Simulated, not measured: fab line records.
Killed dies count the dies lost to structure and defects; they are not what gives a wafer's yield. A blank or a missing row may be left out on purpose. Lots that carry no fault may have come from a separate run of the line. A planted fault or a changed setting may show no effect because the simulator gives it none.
fab line records	flow n5-finfet
[record] lots = 10	wafers = 30	last-day = 21
route steps=1938 shown WELL_APT@32 PMOS_HMC_CHANNEL_EPI@66 BEOL_M4@1111 PASSIVATION@1936
lots that met no fault: from a run of the same line without faults
start-h: hours from the record's first day to the start of the lot's first wafer shown	wait-h: hours since the lot's step before	" identical to the entry in the row above	L1.1+2: a single row standing in for several wafers	- either no value or no given start	* or withheld: withheld	< > ~ a bound
route shown NAME@n: names a module that has steps shown in the file, with the first one's number in the route	usual: mean/standard deviation of fault-free wafers	same: alike in all rows	chamber/n: place in a boat	sites: each site's reading	_std_site: standard deviation of those values	_edge_site: outer sites' mean less inner sites'	radius-mm: how far each site lies from the wafer's centre	mask NAME#n: copy n	behind: the most recent tool/chamber to have shaped the wafer	hold: the reason the lot was held/the length of the hold in hours/how it ended	device: whichever transistor did not switch (one of n, p or np)	end of line: the tests these same wafers got at the end of their route	where a step has no rows: the recipe by itself	killed: not the wafer's yield, but the dies lost to structure and defects at the first sort	map: per-die view of a wafer (x killed, . not killed, _ where there is no die)
set.NAME: the setting the step ran with; set.NAME@STEP: the setting that earlier step ran with	model.NAME: the simulator's own value behind a step, which no gauge read
steps of the route over a sample of lots; a table a step, a row a wafer
services: from which hour (start-h, from the record's first day; less than 0 if before it) a tool's chamber was out of use, for how many hours, and why
[[steps]]
[step N5_WELL_APT_IMPLANT_14]
[recipe] species = P	energy-kev = 160	dose-cm2 = 1.5e+13	tilt-deg = 0	rotation-deg = 0
[usual] dose-ions-cm2 = 1.4997e+13/1.5e+10	faraday-current-uA = 190/3.9
lot.wafer	tool	chamber	start-h	wait-h	dose-ions-cm2	faraday-current-uA
L318.1	implanter-02	0	13.76	0.1	1.4974e+13	190
L318.4	"	0	"	"	1.5002e+13	191
L318.6	"	0	"	"	1.5001e+13	195
L324.2	implanter-01	0	50.44	0.1	1.5e+13	187
L324.4	"	0	"	"	1.5011e+13	193
L324.5	"	0	"	"	1.4999e+13	185
L325.3	implanter-02	0	56.05	0.1	1.4998e+13	200
L325.5	"	0	"	"	1.4967e+13	189
L325.6	"	0	"	"	1.4979e+13	194
L328.1	implanter-01	0	73.99	0.1	1.4995e+13	187
L328.4	"	0	"	"	1.4995e+13	192
L328.5	"	0	"	"	1.4982e+13	191
L330.2	implanter-02	0	85.82	0.1	1.7533e+13	227
L330.3	"	0	"	"	1.7549e+13	229
L330.4	"	0	"	"	1.7546e+13	221
L333.1	implanter-02	0	104.11	0.1	1.7563e+13	219
L333.2	"	0	"	"	1.7524e+13	230
L333.4	"	0	"	"	1.7546e+13	224
L334.3	implanter-02	0	110.07	0.1	1.7541e+13	224
L334.4	"	0	"	"	1.7535e+13	222
L334.6	"	0	"	"	1.7548e+13	224
L338.2	implanter-01	0	134.16	0.1	1.4986e+13	192
L338.3	"	0	"	"	1.503e+13	191
L338.4	"	0	"	"	1.4987e+13	188
L339.1	implanter-01	0	140.02	0.1	1.4988e+13	193
L339.2	"	0	"	"	1.5002e+13	192
L339.6	"	0	"	"	1.4998e+13	183
L341.4	implanter-01	0	152.22	0.2	1.4982e+13	194
L341.5	"	0	"	"	1.4998e+13	195
L341.6	"	0	"	"	1.5022e+13	194
[step N5_WELL_APT_OVL_MEAS_26]
[recipe] points-per-wafer = 44
[usual] PWELL_OVL = 3/6.5
[same] points-per-wafer = 44
lot.wafer	tool	chamber	start-h	wait-h	PWELL_OVL[nm]
L318.1	overlay-01	0	14.74	0.0	10
L318.4	"	0	"	"	14
L318.6	"	0	"	"	7
L324.2	overlay-01	0	51.50	0.0	-1
L324.4	"	0	"	"	0
L324.5	"	0	"	"	1
L325.3	overlay-01	0	57.08	0.0	-7
L325.5	"	0	"	"	-2
L325.6	"	0	"	"	-6
L328.1	overlay-02	0	75.08	0.0	-6
L328.4	"	0	"	"	-4
L328.5	"	0	"	"	-8
L330.2	overlay-02	0	86.90	0.0	-5
L330.3	"	0	"	"	5
L330.4	"	0	"	"	3
L333.1	overlay-01	0	105.21	0.0	11
L333.2	"	0	"	"	4
L333.4	"	0	"	"	-2
L334.3	overlay-01	0	111.11	0.0	0
L334.4	"	0	"	"	5
L334.6	"	0	"	"	11
L338.2	overlay-02	0	135.22	0.0	5
L338.3	"	0	"	"	3
L338.4	"	0	"	"	8
L339.1	overlay-01	0	141.11	0.0	4
L339.2	"	0	"	"	6
L339.6	"	0	"	"	12
L341.4	overlay-02	0	153.48	0.0	9
L341.5	"	0	"	"	9
L341.6	"	0	"	"	14
[step N5_WELL_APT_DESCUM_30]
[recipe] chemistry = O2	time-s = 7.9	source-power-w = 50	bias-power-w = 20	pressure-mtorr = 20	rf-frequency-hz = 2.712e+07	temp-c = 40	o2-flow-sccm = 225
[usual] bias-power-w = 20.01/0.067	drypump-motor-current-A = 5.67/0.21	oes-product-au = 0.78/0.078	rf-vpp-V = 243.5/1.4	showerhead-plenum-p-Torr = 2.10/0.066	throttle-valve-pct = 20.47/0.26
lot.wafer	tool	chamber	start-h	wait-h	bias-power-w	drypump-motor-current-A	oes-product-au	rf-hours-counter-h	rf-vpp-V	showerhead-plenum-p-Torr	throttle-valve-pct
L318.1	rie-diel-01	3	14.80	0.0	20.08	5.84	0.71	196	243.9	2.05	20.18
L318.4	"	1	"	"	19.92	5.57	0.95	14	246.1	2.20	20.21
L318.6	"	2	"	"	20.01	5.65	0.80	-	241.7	2.10	20.70
L324.2	rie-diel-01	3	51.55	0.0	20.05	5.86	0.69	206	242.3	2.05	20.18
L324.4	"	2	"	"	20.00	5.62	0.78	118	243.7	2.10	20.72
L324.5	"	2	"	"	19.97	5.64	0.78	-	242.6	2.10	20.71
L325.3	rie-diel-03	1	57.14	0.0	20.05	5.78	0.83	69	242.9	2.04	20.64
L325.5	"	1	"	"	20.09	5.77	0.82	-	242.1	2.04	20.63
L325.6	"	3	"	"	20.02	5.64	0.82	-	240.6	1.99	20.07
L328.1	rie-diel-01	1	75.14	0.0	20.02	5.54	0.90	33	244.2	2.19	20.24
L328.4	"	3	"	"	20.07	5.88	0.70	214	243.9	2.05	20.19
L328.5	"	0	"	"	19.97	5.73	0.87	-	242.0	2.03	20.21
L330.2	rie-diel-04	3	86.96	0.0	19.99	5.25	0.76	136	246.2	2.19	20.81
L330.3	"	2	"	"	19.92	5.39	0.70	206	246.2	2.17	20.44
L330.4	"	1	"	"	20.05	5.93	0.70	234	243.3	2.07	20.70
L333.1	rie-diel-04	0	105.27	0.0	19.96	5.86	0.69	245	241.2	2.08	20.94
L333.2	"	1	"	"	20.10	5.90	0.69	238	243.7	2.07	20.71
L333.4	"	2	"	"	19.93	5.41	0.70	210	244.0	2.17	20.44
L334.3	rie-diel-03	2	111.17	0.0	20.07	5.92	0.76	150	245.2	2.17	20.37
L334.4	"	1	"	"	19.96	5.78	0.80	88	243.0	2.03	20.66
L334.6	"	3	"	"	19.96	5.65	0.82	-	241.2	1.98	20.05
L338.2	rie-diel-03	2	135.28	0.0	20.08	5.98	0.76	152	245.3	2.17	20.39
L338.3	"	1	"	"	20.07	5.77	0.80	93	242.9	2.03	20.67
L338.4	"	0	"	"	19.91	5.52	0.71	184	242.8	2.09	20.56
L339.1	rie-diel-01	0	141.43	0.3	20.04	5.77	0.85	72	243.1	2.02	20.27
L339.2	"	2	"	"	20.07	5.65	0.76	144	242.9	2.09	20.76
L339.6	"	1	"	"	20.01	5.57	0.86	-	243.8	2.19	20.27
L341.4	rie-diel-04	0	153.57	0.1	19.99	5.85	0.98	-	242.0	2.07	20.58
L341.5	"	2	"	"	19.95	5.39	0.68	-	245.0	2.16	20.46
L341.6	"	3	"	"	20.03	5.24	0.76	-	244.6	2.19	20.85
[step N5_PMOS_HMC_CHANNEL_EPI_OVL_MEAS_10]
[recipe] points-per-wafer = 44
[usual] PMOS_HMC_BLK_OVL = -0.4/0.85
[same] points-per-wafer = 44
lot.wafer	tool	chamber	start-h	wait-h	PMOS_HMC_BLK_OVL[nm]
L318.1	overlay-02	0	16.92	0.0	0.4
L318.4	"	0	"	"	0.9
L318.6	"	0	"	"	0.4
L324.2	overlay-01	0	53.66	0.0	1.2
L324.4	"	0	"	"	0.4
L324.5	"	0	"	"	-0.3
L325.3	overlay-02	0	59.12	0.0	-0.5
L325.5	"	0	"	"	-0.7
L325.6	"	0	"	"	0.4
L328.1	overlay-01	0	77.24	0.0	-0.9
L328.4	"	0	"	"	0.4
L328.5	"	0	"	"	-0.7
L330.2	overlay-01	0	89.07	0.0	-1.5
L330.3	"	0	"	"	-1.1
L330.4	"	0	"	"	-1.2
L333.1	overlay-02	0	107.28	0.0	-0.2
L333.2	"	0	"	"	0.6
L333.4	"	0	"	"	0.4
L334.3	overlay-02	0	113.15	0.0	-1.2
L334.4	"	0	"	"	-0.8
L334.6	"	0	"	"	-0.8
L338.2	overlay-02	0	137.69	0.0	-0.1
L338.3	"	0	"	"	-0.5
L338.4	"	0	"	"	-0.4
L339.1	overlay-02	0	143.60	0.0	-0.3
L339.2	"	0	"	"	-1.8
L339.6	"	0	"	"	-1.5
L341.4	overlay-01	0	155.66	0.0	-1.3
L341.5	"	0	"	"	-0.5
L341.6	"	0	"	"	-0.6
[step N5_BEOL_M4_RC_MEAS_101]
[usual] DIBL_N = 36.1/2.3	DIBL_P = 36/3.2	IOFF_N = 0.16/0.045	IOFF_P = 0.21/0.049	ION_N = 674/14	ION_P = 462/8.4	RS_NWELL = 1037/6.8	SS_N = 71.6/0.83	SS_P = 73.2/0.87	VT_N = 249/3.8	VT_P = -250/3.4
lot.wafer	tool	chamber	start-h	wait-h	DIBL_N[mV/V]	DIBL_P[mV/V]	IOFF_N[nA/um]	IOFF_P[nA/um]	ION_N[uA/um]	ION_P[uA/um]	RS_NWELL[ohm/sq]	SS_N[mV/dec]	SS_P[mV/dec]	VT_N[mV]	VT_P[mV]
L318.1	prober-02	0	236.98	0.3	35.1	34	0.13	0.21	659	461	1044	70.7	72.9	250	-249
L318.4	"	0	"	"	39.1	39	0.20	0.28	675	466	1030	72.3	73.6	248	-246
L318.6	"	0	"	"	37.9	37	0.18	0.25	673	465	1034	71.7	73.7	248	-245
L324.2	prober-02	0	277.70	0.2	35.9	36	0.16	0.18	671	449	1025	71.5	74.0	248	-250
L324.4	"	0	"	"	31.9	31	0.10	0.13	663	451	1027	69.7	72.0	252	-256
L324.5	"	0	"	"	35.3	34	0.16	0.17	670	453	1037	70.8	72.7	246	-255
L330.2	prober-02	0	297.29	0.2	34.9	35	0.13	0.20	682	472	959	71.0	73.2	253	-250
L330.3	"	0	"	"	35.4	33	0.13	0.17	662	458	957	71.3	72.0	251	-255
L330.4	"	0	"	"	34.2	33	0.11	0.15	648	444	946	70.2	72.0	257	-256
L328.1	prober-01	0	303.85	0.0	33.8	34	0.16	0.22	667	462	1036	71.5	73.0	248	-248
L328.4	"	0	"	"	34.2	34	0.14	0.21	662	460	1035	71.5	72.4	250	-249
L328.5	"	0	"	"	34.2	34	0.15	0.21	684	474	1041	71.1	73.1	248	-249
L325.3	prober-02	0	311.05	0.3	37.8	38	0.18	0.23	684	470	1038	72.6	73.9	251	-250
L325.5	"	0	"	"	42.2	44	0.31	0.34	692	471	1042	73.7	76.2	243	-247
L325.6	"	0	"	"	36.9	37	0.17	0.22	694	468	1036	71.5	73.5	246	-250
L334.3	prober-01	0	329.74	0.3	31.4	30	0.09	0.13	645	446	961	69.8	72.4	255	-258
L334.4	"	0	"	"	37.2	36	0.19	0.20	672	462	948	71.5	73.5	247	-249
L334.6	"	0	"	"	36.4	35	0.16	0.19	668	458	946	71.4	73.7	250	-254
L333.1	prober-01	0	344.70	0.0	35.5	36	0.15	0.18	672	457	951	72.1	72.9	249	-253
L333.2	"	0	"	"	37.7	38	0.20	0.22	686	463	959	71.2	74.2	244	-251
L333.4	"	0	"	"	33.9	34	0.13	0.16	667	457	951	70.4	72.4	248	-255
L338.2	prober-02	0	358.83	0.2	37.6	38	0.17	0.20	673	458	1031	71.3	73.8	248	-252
L338.3	"	0	"	"	39.2	41	0.21	0.28	674	466	1034	72.2	75.1	249	-249
L338.4	"	0	"	"	36.5	37	0.15	0.20	675	462	1033	71.2	73.9	248	-254
L339.1	prober-02	0	388.83	0.0	40.9	44	0.28	0.38	686	469	1035	73.0	75.4	241	-241
L339.2	"	0	"	"	40.3	43	0.30	0.36	695	472	1032	72.4	74.8	239	-240
L339.6	"	0	"	"	39.2	41	0.26	0.31	685	464	1031	72.8	75.0	243	-243
L341.4	prober-01	0	394.25	0.5	37.5	39	0.20	0.25	683	463	1038	72.7	73.3	246	-248
L341.5	"	0	"	"	40.1	42	0.24	0.29	679	461	1039	72.7	74.2	246	-248
L341.6	"	0	"	"	37.4	38	0.19	0.24	681	466	1034	72.0	73.7	247	-247
[step N5_PASSIVATION_PROBE_49]
[usual] defect-limited-yield = 90.9/1.6	killed_at_M0_to_M3 = 37/11	killed_at_M4_up = 15/5.6	killed-at-contacts = 13/6.4	killed-at-front-end = 39/11	killed-at-other = 4/3.1	killed-dies = 107/19	killed-open = 71/14	killed-short = 34/7.8	sort_bin_4_leakage = 0.01/0.053	sort_bin_5_function = 5.3/1	sort_bin_6_memory = 3.4/0.72	sort_bin_8_speed = 0.0/0.42	sort-n-pass = 1072/20	sort-yield-pct = 90.9/1.7
[same] gross-dies = 1180	killed-at-back-side = 0
lot.wafer	tool	chamber	start-h	wait-h	defect-limited-yield[%]	killed_at_M0_to_M3	killed_at_M4_up	killed-at-contacts	killed-at-front-end	killed-at-other	killed-dies	killed-open	killed-short	sort_bin_4_leakage[%]	sort_bin_5_function[%]	sort_bin_6_memory[%]	sort_bin_8_speed[%]	sort-n-pass	sort-yield-pct[%]
L318.1	prober-02	-	356.74	0.3	92.9	28	18	8	29	1	84	62	20	0	4.1	3.0	0	1096	92.9
L318.4	prober-02	-	356.89	0.5	91.3	27	18	12	44	2	103	66	34	0	5.4	3.0	0.1	1077	91.3
L318.6	prober-02	-	356.99	0.6	91.1	36	14	5	43	7	105	68	32	0	5.3	3.3	0	1075	91.1
L324.2	prober-02	-	395.33	0.1	92.5	35	18	17	17	2	89	65	21	0	4.4	3.0	0	1091	92.5
L324.4	prober-02	-	395.43	0.2	91.4	33	29	15	25	0	102	66	33	0	5.4	2.7	0	1078	91.4
L324.5	prober-02	-	395.48	0.2	92.7	43	12	4	19	8	86	58	26	0	3.9	2.9	0	1094	92.7
L330.2	prober-02	-	429.19	0.1	91.3	15	26	19	38	5	103	73	26	0	4.7	3.7	0	1077	91.3
L330.3	prober-02	-	429.24	0.1	92.5	25	9	10	43	1	88	62	23	0	4.6	2.6	0	1092	92.5
L330.4	prober-02	-	429.29	0.2	88.6	35	32	13	52	2	134	95	37	0	7.4	3.6	0.2	1044	88.5
L325.3	prober-02	-	430.31	0.1	88.8	40	20	15	48	9	132	89	41	0	7.0	4.0	0	1048	88.8
L325.5	prober-02	-	430.41	0.2	88.2	45	25	21	41	7	139	101	34	0.51	6.6	4.8	0	1035	87.7
L325.6	prober-02	-	430.46	0.3	90.5	47	20	10	28	7	112	68	42	0	4.7	4.2	0	1068	90.5
L328.1	prober-01	-	435.53	0.0	88.5	56	12	16	46	6	136	83	49	0	6.5	4.3	0	1044	88.5
L328.4	prober-01	-	435.68	0.2	91.1	33	14	10	41	7	105	62	39	0	5.4	3.2	0	1075	91.1
L328.5	prober-01	-	435.73	0.2	90.8	32	19	12	45	1	109	78	31	0	5.8	3.1	0	1071	90.8
L334.3	prober-01	-	447.85	0.1	90.4	34	23	24	31	1	113	68	43	0	5.8	3.5	0	1067	90.4
L334.4	prober-01	-	447.90	0.2	91.8	24	14	23	34	2	97	68	27	0	4.9	3.2	0	1083	91.8
L334.6	prober-01	-	448.00	0.3	90.2	30	31	27	28	0	116	67	48	0	5.3	4.3	0	1064	90.2
L333.1	prober-02	-	467.60	0.0	93.1	32	7	8	32	2	81	49	28	0	3.1	3.1	0	1099	93.1
L333.2	prober-02	-	467.65	0.1	94.7	21	12	11	17	2	63	40	23	0	3.3	1.7	0	1117	94.7
L333.4	prober-02	-	467.75	0.2	93.6	17	12	3	42	1	75	49	26	0	4.3	1.7	0	1105	93.6
L339.1	prober-02	-	496.17	0.0	92.8	27	10	10	29	9	85	55	29	0	4.2	2.7	0	1095	92.8
L339.2	prober-02	-	496.22	0.1	91.4	41	17	6	36	2	102	67	32	0.25	4.8	3.6	0	1075	91.1
L339.6	prober-02	-	496.42	0.3	93.1	42	11	5	21	2	81	50	27	0	4.4	2.3	0	1099	93.1
L338.2	prober-01	-	496.22	0.1	92.7	25	15	10	34	2	86	56	29	0	4.4	2.7	0	1094	92.7
L338.3	prober-01	-	496.27	0.1	90.5	36	11	10	52	3	112	72	38	0	5.9	3.2	0	1068	90.5
L338.4	prober-01	-	496.32	0.2	89.8	48	17	18	36	1	120	95	24	0	6.1	3.7	0	1060	89.8
L341.4	prober-02	-	506.92	0.6	88.6	68	3	14	49	1	135	93	40	0	6.4	4.4	0	1045	88.6
L341.5	prober-02	-	506.97	0.7	90.5	34	14	10	50	4	112	65	44	0	5.6	3.2	0	1068	90.5
L341.6	prober-02	-	507.02	0.7	93.2	37	7	4	29	3	80	54	25	0	4.4	2.4	0	1100	93.2
// killed by level:class
L318.1 BEOL_M3:geometric-particle:open=11 BEOL_M4:geometric-particle:open=9 STI_FIN_REVEAL:geometric-particle:open=7 MOL_CONTACT_COAG:geometric-particle:open=5 DUMMY_GATE:geometric-particle:open=4 BEOL_M0_SAQP:geometric-particle:short=4 BEOL_M1:geometric-particle:open=4 BEOL_M2:geometric-particle:open=4
L318.4 STI_FIN_REVEAL:geometric-particle:open=9 BEOL_M3:geometric-particle:open=9 BEOL_M4:geometric-particle:open=8 MOL_CONTACT_COAG:geometric-particle:open=8 GATE_CUT:geometric-particle:short=6 FIN_SAQP:geometric-particle:open=5 GATE_CUT:geometric-particle:open=4 MOL_CONTACT_COAG:geometric-particle:short=4
L318.6 FIN_SAQP:geometric-particle:open=13 BEOL_M1:geometric-particle:open=10 GATE_CUT:geometric-particle:short=8 BEOL_M2:geometric-particle:open=8 BEOL_M3:geometric-particle:open=8 DUMMY_GATE:geometric-particle:open=6 FIN_SAQP:geometric-particle:short=5 BEOL_M4:geometric-particle:open=5
L324.2 MOL_CONTACT_COAG:geometric-particle:open=14 BEOL_M2:geometric-particle:open=13 BEOL_M4:geometric-particle:open=9 STI_FIN_REVEAL:geometric-particle:open=5 BEOL_M3:geometric-particle:open=5 FIN_SAQP:geometric-particle:open=3 GATE_CUT:geometric-particle:short=3 MOL_CONTACT_COAG:geometric-particle:short=3
L324.4 BEOL_M4:geometric-particle:open=16 MOL_CONTACT_COAG:geometric-particle:open=13 BEOL_M1:geometric-particle:open=10 FIN_SAQP:geometric-particle:short=9 BEOL_M0_SAQP:geometric-particle:short=5 FIN_SAQP:geometric-particle:open=4 BEOL_M0:geometric-particle:short=4 BEOL_M4:geometric-particle:short=4
L324.5 BEOL_M1:geometric-particle:open=12 BEOL_M2:geometric-particle:open=8 BEOL_M0_SAQP:geometric-particle:open=5 BEOL_M0_SAQP:geometric-particle:short=5 BEOL_M0:geometric-particle:open=4 FIN_SAQP:geometric-particle:open=3 ILD0:geometric-particle:open=3 MOL_CONTACT_COAG:geometric-particle:open=3
L330.2 FIN_SAQP:geometric-particle:open=18 MOL_CONTACT_COAG:geometric-particle:open=16 BEOL_M4:geometric-particle:open=16 FIN_SAQP:geometric-particle:short=9 STI_FIN_REVEAL:geometric-particle:open=4 MOL_CONTACT_COAG:geometric-particle:short=3 SD_EPI_N:coat-microbubble-printed=2 GATE_CUT:geometric-particle:short=2
L330.3 FIN_SAQP:geometric-particle:open=14 MOL_CONTACT_COAG:geometric-particle:open=10 BEOL_M3:geometric-particle:open=10 STI_FIN_REVEAL:geometric-particle:open=9 GATE_CUT:geometric-particle:short=7 FIN_SAQP:geometric-particle:short=4 BEOL_M4:geometric-particle:open=4 BEOL_M0:geometric-particle:short=3
L330.4 BEOL_M4:geometric-particle:open=19 FIN_SAQP:geometric-particle:open=17 MOL_CONTACT_COAG:geometric-particle:open=13 BEOL_M3:geometric-particle:open=11 FIN_SAQP:geometric-particle:short=8 STI_FIN_REVEAL:geometric-particle:open=8 BEOL_M2:geometric-particle:open=7 BEOL_M3:geometric-particle:short=5
L325.3 DUMMY_GATE:geometric-particle:open=13 MOL_CONTACT_COAG:geometric-particle:open=12 BEOL_M4:geometric-particle:open=12 BEOL_M1:geometric-particle:open=11 BEOL_M2:geometric-particle:open=11 FIN_SAQP:geometric-particle:short=8 STI_FIN_REVEAL:geometric-particle:open=8 FIN_SAQP:geometric-particle:open=7
L325.5 MOL_CONTACT_COAG:geometric-particle:open=18 BEOL_M2:geometric-particle:open=15 BEOL_M0_SAQP:geometric-particle:open=14 BEOL_M4:geometric-particle:open=13 FIN_SAQP:geometric-particle:open=10 DUMMY_GATE:geometric-particle:open=7 FIN_SAQP:geometric-particle:short=6 STI_FIN_REVEAL:geometric-particle:open=4
L325.6 BEOL_M4:geometric-particle:open=14 BEOL_M2:geometric-particle:open=13 MOL_CONTACT_COAG:geometric-particle:open=8 BEOL_M3:geometric-particle:open=8 FIN_SAQP:geometric-particle:short=7 BEOL_M0_SAQP:geometric-particle:short=7 BEOL_M2:geometric-particle:short=6 STARTING-WAFER:geometric-particle:short=4
L328.1 MOL_CONTACT_COAG:geometric-particle:open=14 BEOL_M2:geometric-particle:open=14 FIN_SAQP:geometric-particle:short=13 BEOL_M3:geometric-particle:open=11 FIN_SAQP:geometric-particle:open=10 BEOL_M0_SAQP:geometric-particle:short=8 BEOL_M0_SAQP:geometric-particle:open=8 STI_FIN_REVEAL:geometric-particle:open=7
L328.4 FIN_SAQP:geometric-particle:short=15 MOL_CONTACT_COAG:geometric-particle:open=8 BEOL_M0_SAQP:geometric-particle:open=8 BEOL_M2:geometric-particle:open=8 FIN_SAQP:geometric-particle:open=6 BEOL_M0:geometric-particle:short=5 BEOL_M4:geometric-particle:open=5 BEOL_M5:geometric-particle:open=5
L328.5 STI_FIN_REVEAL:geometric-particle:open=19 BEOL_M2:geometric-particle:open=18 FIN_SAQP:geometric-particle:short=10 MOL_CONTACT_COAG:geometric-particle:open=10 BEOL_M4:geometric-particle:open=9 BEOL_M0_SAQP:geometric-particle:short=5 FIN_SAQP:geometric-particle:open=4 STI_FIN_REVEAL:geometric-particle:short=4
L334.3 MOL_CONTACT_COAG:geometric-particle:open=19 BEOL_M4:geometric-particle:open=13 FIN_SAQP:geometric-particle:short=9 BEOL_M0_SAQP:geometric-particle:short=7 BEOL_M2:geometric-particle:short=7 BEOL_M0_SAQP:geometric-particle:open=6 BEOL_M2:geometric-particle:open=6 BEOL_M4:geometric-particle:short=5
L334.4 MOL_CONTACT_COAG:geometric-particle:open=22 FIN_SAQP:geometric-particle:open=7 FIN_SAQP:geometric-particle:short=7 STI_FIN_REVEAL:geometric-particle:open=6 BEOL_M0:geometric-particle:open=4 DUMMY_GATE:geometric-particle:open=3 BEOL_M0_SAQP:geometric-particle:short=3 BEOL_M0_SAQP:geometric-particle:open=3
L334.6 BEOL_M4:geometric-particle:open=17 MOL_CONTACT_COAG:geometric-particle:open=15 MOL_CONTACT_COAG:geometric-particle:short=12 BEOL_M0_SAQP:geometric-particle:short=8 BEOL_M0_SAQP:geometric-particle:open=5 BEOL_M2:geometric-particle:short=5 STI_FIN_REVEAL:geometric-particle:open=4 BEOL_M1:geometric-particle:short=4
L333.1 BEOL_M3:geometric-particle:open=10 BEOL_M1:geometric-particle:open=8 MOL_CONTACT_COAG:geometric-particle:open=6 FIN_SAQP:geometric-particle:open=5 GATE_CUT:geometric-particle:short=4 BEOL_M0_SAQP:geometric-particle:open=4 STARTING-WAFER:geometric-particle:short=4 ILD0:geometric-particle:open=3
L333.2 FIN_SAQP:geometric-particle:short=9 MOL_CONTACT_COAG:geometric-particle:open=9 BEOL_M2:geometric-particle:open=7 BEOL_M3:geometric-particle:open=4 BEOL_M4:geometric-particle:open=4 BEOL_M0:geometric-particle:open=3 BEOL_M1:geometric-particle:short=3 BEOL_M6:geometric-particle:open=3
L333.4 STI_FIN_REVEAL:geometric-particle:open=11 FIN_SAQP:geometric-particle:open=6 ILD0:geometric-particle:short=5 ILD0:geometric-particle:open=4 BEOL_M0:geometric-particle:open=4 BEOL_M2:geometric-particle:open=3 BEOL_M4:geometric-particle:open=3 BEOL_M5:geometric-particle:open=3
L339.1 FIN_SAQP:geometric-particle:open=9 MOL_CONTACT_COAG:geometric-particle:open=7 BEOL_M2:geometric-particle:open=6 FIN_SAQP:geometric-particle:short=5 BEOL_M3:geometric-particle:open=5 BEOL_M4:geometric-particle:open=5 BEOL_M0_SAQP:geometric-particle:open=4 BEOL_M1:geometric-particle:open=4
L338.2 STI_FIN_REVEAL:geometric-particle:open=10 BEOL_M3:geometric-particle:open=9 MOL_CONTACT_COAG:geometric-particle:open=8 BEOL_M4:geometric-particle:short=6 FIN_SAQP:geometric-particle:open=5 BEOL_M0_SAQP:geometric-particle:short=5 STI_FIN_REVEAL:geometric-particle:short=3 DUMMY_GATE:geometric-particle:open=3
L339.2 BEOL_M3:geometric-particle:open=14 STI_FIN_REVEAL:geometric-particle:open=12 FIN_SAQP:geometric-particle:open=7 BEOL_M0_SAQP:geometric-particle:short=6 BEOL_M3:geometric-particle:short=6 BEOL_M4:geometric-particle:open=6 MOL_CONTACT_COAG:geometric-particle:open=5 BEOL_M1:geometric-particle:open=5
L338.3 STI_FIN_REVEAL:geometric-particle:open=16 BEOL_M3:geometric-particle:open=9 STI_FIN_REVEAL:geometric-particle:short=7 MOL_CONTACT_COAG:geometric-particle:open=7 BEOL_M0_SAQP:geometric-particle:short=6 FIN_SAQP:geometric-particle:open=5 GATE_CUT:geometric-particle:short=5 BEOL_M0:geometric-particle:open=5
L338.4 MOL_CONTACT_COAG:geometric-particle:open=16 BEOL_M3:geometric-particle:open=14 STI_FIN_REVEAL:geometric-particle:open=12 BEOL_M0_SAQP:geometric-particle:open=10 BEOL_M4:geometric-particle:open=8 FIN_SAQP:geometric-particle:open=7 DUMMY_GATE:geometric-particle:open=6 BEOL_M0_SAQP:geometric-particle:short=6
L339.6 BEOL_M0_SAQP:geometric-particle:short=13 BEOL_M2:geometric-particle:open=8 FIN_SAQP:geometric-particle:open=6 BEOL_M3:geometric-particle:open=6 BEOL_M0_SAQP:geometric-particle:open=5 DUMMY_GATE:geometric-particle:open=4 BEOL_M4:geometric-particle:open=4 BEOL_M1:geometric-particle:open=4
L341.4 BEOL_M0_SAQP:geometric-particle:open=23 BEOL_M0_SAQP:geometric-particle:short=14 STI_FIN_REVEAL:geometric-particle:open=12 BEOL_M3:geometric-particle:open=12 FIN_SAQP:geometric-particle:open=11 MOL_CONTACT_COAG:geometric-particle:open=10 FIN_SAQP:geometric-particle:short=9 BEOL_M2:geometric-particle:open=9
L341.5 FIN_SAQP:geometric-particle:short=17 FIN_SAQP:geometric-particle:open=11 BEOL_M0_SAQP:geometric-particle:open=10 MOL_CONTACT_COAG:geometric-particle:open=8 BEOL_M2:geometric-particle:open=6 BEOL_M3:geometric-particle:open=6 SPACER0:geometric-particle:short=5 BEOL_M0_SAQP:geometric-particle:short=5
L341.6 BEOL_M1:geometric-particle:open=8 BEOL_M0_SAQP:geometric-particle:short=7 FIN_SAQP:geometric-particle:open=5 BEOL_M0_SAQP:geometric-particle:open=5 BEOL_M3:geometric-particle:open=5 STI_FIN_REVEAL:geometric-particle:open=4 MOL_CONTACT_COAG:geometric-particle:open=4 BEOL_M0:geometric-particle:open=4
[[services]]
tool	chamber	start-h	hours	kind
implanter-02	-	5.68	7.5	pm
rie-diel-04	2	17.77	6.1	repair
rie-diel-01	-	34.96	2.1	repair
rie-diel-04	-	50.82	2.8	pm
implanter-01	-	51.19	0.6	repair
implanter-01	-	51.97	1.6	repair
implanter-01	-	53.57	4.5	pm
rie-diel-01	0	54.23	13.5	repair
rie-diel-03	0	56.45	17.9	repair
implanter-01	-	59.62	9.3	repair
rie-diel-03	3	73.73	36.7	repair
rie-diel-04	3	94.76	1.6	repair
rie-diel-01	-	114.20	2.8	pm
rie-diel-03	2	115.16	18.1	repair
implanter-01	-	126.33	2.5	pm
rie-diel-04	0	128.41	-	clean
rie-diel-04	0	128.41	-	consumable-replace:focus-ring
rie-diel-04	0	128.41	18.3	scheduled-down
rie-diel-04	0	128.41	18.3	vent-cycle
rie-diel-04	1	146.94	-	clean
rie-diel-04	1	146.94	-	consumable-replace:focus-ring
rie-diel-04	1	146.94	28.4	scheduled-down
rie-diel-04	1	146.94	28.4	vent-cycle
[[key]]
[first-sign] step = N5_WELL_APT_IMPLANT_14	reading = dose-ions-cm2	direction = up	sigmas = 99+	usual = 1.4997e+13	struck = 1.7543e+13
[effect] step = N5_WELL_APT_IMPLANT_14	reading = faraday-current-uA	direction = up	sigmas = 8.7	usual = 190	struck = 224
[effect] step = N5_BEOL_M4_RC_MEAS_101	reading = RS_NWELL	direction = down	sigmas = 12	usual = 1037	struck = 953
met-at N5_WELL_APT_IMPLANT_14
struck-lots L330,L333,L334
not-acting-at N5_WELL_APT_OVL_MEAS_26,N5_WELL_APT_DESCUM_30,N5_PMOS_HMC_CHANNEL_EPI_OVL_MEAS_10
onset-between 56.05 85.82
[fault] kind = process-parameter-drift	tool = implanter-02	chamber = -	onset-h = 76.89	steps = N5_WELL_APT_IMPLANT_14	channel = dose-cm2	offset = 2.5509e+12	shape = step	end-h = 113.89	acts-in = these-recipes-only	stated = 1.5e+13
